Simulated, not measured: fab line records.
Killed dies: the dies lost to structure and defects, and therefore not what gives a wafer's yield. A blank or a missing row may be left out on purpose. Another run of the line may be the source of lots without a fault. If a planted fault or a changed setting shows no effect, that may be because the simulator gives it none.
Which tool is to blame? | flow nandHarc | 12 lots, 36 wafers sampled, at 6 steps of a route of 1159

## WHAT THE GAUGES READ, wafer by wafer
NHARC_A_M0_CD_MEAS_16.
lot  | measured     | on       | cdNm (nm)
L624 | day 17 11:38 | cdSem-02 | 80.8 80.8 80.5
L627 | day 18 01:37 | cdSem-03 | 81.2 81.6 81.1
L626 | day 18 02:12 | cdSem-01 | 80.9 81.5 81.7
L629 | day 18 06:33 | cdSem-01 | 80.0 82.2 82.0
L631 | day 18 22:44 | cdSem-02 | 79.4 79.9 80.5
L628 | day 19 04:54 | cdSem-02 | 78.4 78.9 79.3
L635 | day 20 02:22 | cdSem-01 | 81.6 80.4 81.3
L638 | day 20 10:11 | cdSem-01 | 82.0 81.4 80.7
L639 | day 21 09:29 | cdSem-01 | 80.1 80.6 81.2
L641 | day 22 01:04 | cdSem-01 | 79.9 80.7 80.1
L643 | day 22 02:04 | cdSem-02 | 80.3 80.9 81.3
L647 | day 23 03:11 | cdSem-02 | 79.3 79.9 80.1

NHARC_A_M1_OVL_MEAS_10: pitch 240 nm.
lot  | measured     | on         | overlayXNm (nm) | overlayYNm (nm)
L624 | day 17 15:16 | overlay-02 | 1.3 0.8 1.0     | -0.7 -0.4 -0.5
L627 | day 18 05:07 | overlay-02 | 0.1 0.3 0.0     | 1.2 1.1 1.3
L626 | day 18 06:01 | overlay-01 | -0.2 -0.2 -0.7  | 1.5 0.4 0.5
L629 | day 18 10:38 | overlay-02 | 0.7 0.3 -0.5    | -0.2 -0.2 -0.1
L631 | day 19 02:32 | overlay-02 | -0.5 -0.5 -0.4  | 0.4 0.5 -0.2
L628 | day 19 08:28 | overlay-02 | 0.4 0.3 0.8     | 1.6 1.3 0.8
L635 | day 20 05:57 | overlay-02 | -0.5 -0.4 -0.2  | -0.3 -0.2 -0.5
L638 | day 20 13:48 | overlay-02 | 0.1 0.3 -0.2    | 0.3 0.5 0.4
L639 | day 21 13:02 | overlay-01 | -0.8 -0.8 -0.5  | -0.9 -0.8 -0.9
L641 | day 22 04:50 | overlay-01 | 0.8 1.1 1.0     | -0.1 -0.6 -0.6
L643 | day 22 05:48 | overlay-01 | -1.0 -1.1 -1.0  | -1.4 -1.2 -1.4
L647 | day 23 08:15 | overlay-01 | -1.7 -1.2 -2.4  | 0.1 0.2 -0.3

NHARC_A_M1_INSPECT_11.
lot  | measured     | on               | rawDefectCount
L624 | day 17 15:17 | defectInspect-02 | 15 14 16
L627 | day 18 05:09 | defectInspect-01 | 10 14 14
L626 | day 18 06:04 | defectInspect-01 | 28 22 20
L629 | day 18 10:40 | defectInspect-02 | 26 39 29
L631 | day 19 02:34 | defectInspect-02 | 12 17 15
L628 | day 19 08:30 | defectInspect-02 | 18 23 31
L635 | day 20 05:59 | defectInspect-02 | 43 33 42
L638 | day 20 13:50 | defectInspect-01 | 21 33 29
L639 | day 21 13:04 | defectInspect-01 | 24 31 33
L641 | day 22 04:52 | defectInspect-01 | 68 53 59
L643 | day 22 05:50 | defectInspect-02 | 34 744 734
L647 | day 23 08:17 | defectInspect-01 | 11 18 18

NHARC_END_SORT_01.
lot  | measured     | on        | defectLimitedYield (%) | killedAtArray | killedAtOther | killedAtPeriphery | killedDies | killedOpen | killedShort | sort_bin_2_pct (%) | sort_bin_3_pct (%) | sort_bin_4_pct (%) | sortNPass   | sortRimYieldPct (%) | sortYieldPct (%)
L643 | day 23 20:10 | prober-02 | 95.1 81.7 83.6         | 24 118 102    | 0 0 1         | 9 6 8             | 33 124 111 | 3 2 5      | 1 6 1       | 1.3 7.7 7.2        | 0.15 4.73 4.28     | 3.4 5.9 4.9        | 644 553 566 | 97.2 94.3 97.2      | 95.1 81.7 83.6

## WHAT TOOL EACH LOT RAN ON (gives the tool, then ch and the chambers of the sampled wafers, and finally the start)
lot  | NHARC_A_M0_ANNEAL_30            | NHARC_A_M0_DEP_32
L624 | rtpAnneal-02 ch 0, day 17 13:05 | pecvd-03 ch 1,2, day 17 13:56
L627 | rtpAnneal-01 ch 0, day 18 02:58 | pecvd-01 ch 0,1, day 18 03:56
L626 | rtpAnneal-01 ch 0, day 18 03:37 | pecvd-01 ch 0,1,2, day 18 04:40
L629 | rtpAnneal-01 ch 0, day 18 07:55 | pecvd-03 ch 0,2, day 18 08:55
L631 | rtpAnneal-02 ch 0, day 19 00:22 | pecvd-01 ch 0,1,2, day 19 01:19
L628 | rtpAnneal-01 ch 0, day 19 06:22 | pecvd-03 ch 1,2, day 19 07:20
L635 | rtpAnneal-01 ch 0, day 20 03:44 | pecvd-03 ch 0,1,2, day 20 04:44
L638 | rtpAnneal-01 ch 0, day 20 11:39 | pecvd-01 ch 0,1,2, day 20 12:35
L639 | rtpAnneal-01 ch 0, day 21 10:50 | pecvd-02 ch 0,1,2, day 21 11:50
L641 | rtpAnneal-01 ch 0, day 22 02:30 | pecvd-01 ch 0,1, day 22 03:27
L643 | rtpAnneal-02 ch 0, day 22 03:37 | pecvd-03 ch 1,2, day 22 04:35
L647 | rtpAnneal-01 ch 0, day 23 04:32 | pecvd-01 ch 0,1,2, day 23 06:55
- NHARC_A_M0_ANNEAL_30: time 90 s.
- NHARC_A_M0_DEP_32: deposits SiCN, target thk 30 nm.

## AS READ BY THE TOOLS THEMSELVES (means over the sampled wafers that have a number; for cases with no such wafer, the mark the record gives instead)
NHARC_A_M0_ANNEAL_30.
lot  | tool         | wafer_temp_C_max
L624 | rtpAnneal-02 | 226.5
L627 | rtpAnneal-01 | 226.5
L626 | rtpAnneal-01 | 226.7
L629 | rtpAnneal-01 | 226.5
L631 | rtpAnneal-02 | 226.4
L628 | rtpAnneal-01 | 226.6
L635 | rtpAnneal-01 | 226.6
L638 | rtpAnneal-01 | 226.8
L639 | rtpAnneal-01 | 227.0
L641 | rtpAnneal-01 | 226.6
L643 | rtpAnneal-02 | 226.1
L647 | rtpAnneal-01 | 226.5

NHARC_A_M0_DEP_32.
lot  | tool     | heaterPowerW (W) | rfFwdPowerW (W)
L624 | pecvd-03 | 470              | 449.3
L627 | pecvd-01 | 536              | 447.6
L626 | pecvd-01 | 555              | 448.9
L629 | pecvd-03 | 447              | 450.3
L631 | pecvd-01 | 571              | 448.5
L628 | pecvd-03 | 487              | 448.0
L635 | pecvd-03 | 483              | 449.7
L638 | pecvd-01 | 564              | 447.1
L639 | pecvd-02 | 493              | 447.8
L641 | pecvd-01 | 601              | 447.9
L643 | pecvd-03 | 420              | 449.3
L647 | pecvd-01 | 587              | 448.5

## THE ANSWER, worked out from the rows above alone
Rule: the lots themselves supply what counts as usual. Put in order of their means at a reading, lots are off if they are a third of the lots or fewer, leave a main group of 4 or more, and stand apart from it by a gap of 3 or more times the standard deviation of the main group's means; of several such gaps the widest counts. Not used: any main group whose means are identical at the precision the tables above print for the reading. Also off: a lot with no number at a reading for which 4 or more lots have one. Where the step has rows for the other lots, those lots are counted as sound. Order of review: gauges by route order, followed by the tools' own readings, for which a lot's mean as printed above is used. The first step at which some lot is off is used, and at that step the reading that is off furthest; a lot without a number counts as furthest.
Off: L643 (NHARC_A_M1_INSPECT_11, rawDefectCount). For the main group the mean is 27 and the standard deviation 13.
If a tool, at a process step before that reading, ran all the lots that are off and no sound lot after the first of them, it fits. The gauges at NHARC_A_M1_INSPECT_11 are tried like those tools. Can't be told from this: 3 tools fit, rtpAnneal-02 at NHARC_A_M0_ANNEAL_30, pecvd-03 at NHARC_A_M0_DEP_32, defectInspect-02 at NHARC_A_M1_INSPECT_11.

## WHAT HAD BEEN PUT IN BY THE SIMULATOR
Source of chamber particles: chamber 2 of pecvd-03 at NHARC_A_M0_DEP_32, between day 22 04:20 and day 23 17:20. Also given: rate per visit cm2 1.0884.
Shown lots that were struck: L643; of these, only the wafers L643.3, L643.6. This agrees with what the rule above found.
